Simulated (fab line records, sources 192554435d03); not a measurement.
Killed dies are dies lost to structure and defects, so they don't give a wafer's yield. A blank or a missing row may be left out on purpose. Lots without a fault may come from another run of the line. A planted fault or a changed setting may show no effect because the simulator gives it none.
Split-lot experiment | flow n5_finfet | 7 lots, 21 wafers read, on a route of 1938 steps

THE SPLIT
At N5_BEOL_M13_COAT_66 (time 60 s, resist thk 110 nm), the setting spin_rpm was moved away from the recipe's 1500 rpm on 8 of the 21 wafers read, by -7.8% to +5.0%. The other wafers ran this setting at the recipe's value.

FROM THE SPLIT TO THE READING: what the file shows between them, 4 steps
- N5_BEOL_M13_COAT_22: resist thk 300 nm
- N5_BEOL_M13_EBR_24
- N5_BEOL_M13_DESCUM_33: chemistry O2, time 7.9 s
- N5_BEOL_M13_ETCH_67: etches SiARC in CF4, target depth 143 nm, time 238.3 s

THE READING
SiARC_of_BEOL_M13_COAT_66.thk_nm (the simulator's own value, which no gauge read), in nm, at N5_BEOL_M13_ETCH_68 (etches SOC in N2/H2, time 355 s). The file gives no usual value for it. The 13 wafers here that ran the recipe average 77.3 nm, standard deviation 0.65 nm.

wafer  | tool, chamber at the split | spin_rpm as run, rpm | against the recipe | SiARC_of_BEOL_M13_COAT_66.thk_nm, nm | against lot-mates on the recipe
L078.1 | litho_track-03, 0          | 1500                 | recipe             | 77.8                                 | -
L078.4 | litho_track-03, 0          | 1383                 | -7.8%              | 82.4                                 | +4.6
L078.6 | litho_track-03, 0          | 1383                 | -7.8%              | 81.2                                 | +3.4
L079.2 | litho_track-03, 0          | 1392                 | -7.2%              | 82                                   | +4.6
L079.3 | litho_track-03, 0          | 1392                 | -7.2%              | 81.6                                 | +4.2
L079.5 | litho_track-03, 0          | 1500                 | recipe             | 77.4                                 | -
L089.2 | litho_track-03, 0          | 1458                 | -2.8%              | 77.2                                 | +0.4
L089.4 | litho_track-03, 0          | 1458                 | -2.8%              | 78                                   | +1.2
L089.5 | litho_track-03, 0          | 1500                 | recipe             | 76.8                                 | -
L092.2 | litho_track-02, 0          | 1500                 | recipe             | 76.6                                 | -
L092.3 | litho_track-02, 0          | 1500                 | recipe             | 77.2                                 | -
L092.5 | litho_track-02, 0          | 1500                 | recipe             | 75.6                                 | -
L091.1 | litho_track-03, 0          | 1500                 | recipe             | 77.6                                 | -
L091.3 | litho_track-03, 0          | 1500                 | recipe             | 77.2                                 | -
L091.4 | litho_track-03, 0          | 1500                 | recipe             | 78                                   | -
L093.3 | litho_track-02, 0          | 1575                 | +5.0%              | 74.6                                 | -3.2
L093.5 | litho_track-02, 0          | 1500                 | recipe             | 77.8                                 | -
L093.6 | litho_track-02, 0          | 1575                 | +5.0%              | 73.4                                 | -4.4
L097.2 | litho_track-02, 0          | 1500                 | recipe             | 78                                   | -
L097.3 | litho_track-02, 0          | 1500                 | recipe             | 77.6                                 | -
L097.4 | litho_track-02, 0          | 1500                 | recipe             | 77.8                                 | -

THE FIT
A straight line over all 21 wafers: SiARC_of_BEOL_M13_COAT_66.thk_nm changes by -0.594 nm for each +1% of spin_rpm; r = -0.94; the points scatter about the line by 0.77 nm.
The same after taking each lot's own level away (the mean of its wafers on the recipe; 21 wafers): -0.597 nm for each +1%; r = -0.97; scatter 0.58 nm.
On that fit, the largest move of spin_rpm shifts the reading by 4.7 nm.
The lots' own levels span 76.47 to 77.80 nm, that is 2.0 times the standard deviation above.
So the lot-to-lot level changes the slope little: the two slopes agree.
Check: with one of the wafers moved furthest among these (-7.8%) left out of the fit, the line predicts +4.4 nm for it against its lot-mates. It came out at +4.6 nm against them.

OTHER SPLITS ON THESE WAFERS
These wafers also went through other splits before the reading. Each is held against what the fit with the lots' levels taken away leaves over:
other split on the same wafers    | wafers away from the commonest value | r with SiARC_of_BEOL_M13_COAT_66.thk_nm (lot level and that fit taken away)
N5_BEOL_M11_PECVD_70 time_s       | 5                                    | -0.24
N5_BEOL_M11_ETCH_66 time_s        | 8                                    | -0.21
N5_BEOL_M11_TRENCH_ETCH_37 bias_w | 4                                    | -0.03

THE WHOLE CHAIN: every reading that the file lists as answering this split, in the file's order
step                | what it does                                           | reading                                                                           | change (the file's fit)               | r (the file's)
N5_BEOL_M13_COAT_66 | time 60 s, resist thk 110 nm                           | SiARC_of_BEOL_M13_COAT_66.thk_nm (the simulator's own value, which no gauge read) | -0.572 nm for each +1% of the setting | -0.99
N5_BEOL_M13_ETCH_67 | etches SiARC in CF4, target depth 143 nm, time 238.3 s | etch.depth_nm (the simulator's own value, which no gauge read)                    | -0.577 nm for each +1% of the setting | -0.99
N5_BEOL_M13_ETCH_67 | etches SiARC in CF4, target depth 143 nm, time 238.3 s | coat_of_BEOL_M13_COAT_22.thk_nm (the simulator's own value, which no gauge read)  | +0.424 nm for each +1% of the setting | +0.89
N5_BEOL_M13_ETCH_68 | etches SOC in N2/H2, time 355 s                        | SiARC_of_BEOL_M13_COAT_66.thk_nm (the simulator's own value, which no gauge read) | -0.578 nm for each +1% of the setting | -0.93

THE FILE'S OWN FIT
SiARC_of_BEOL_M13_COAT_66.thk_nm changes by -0.578 nm for each +1% of spin_rpm, r = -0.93.
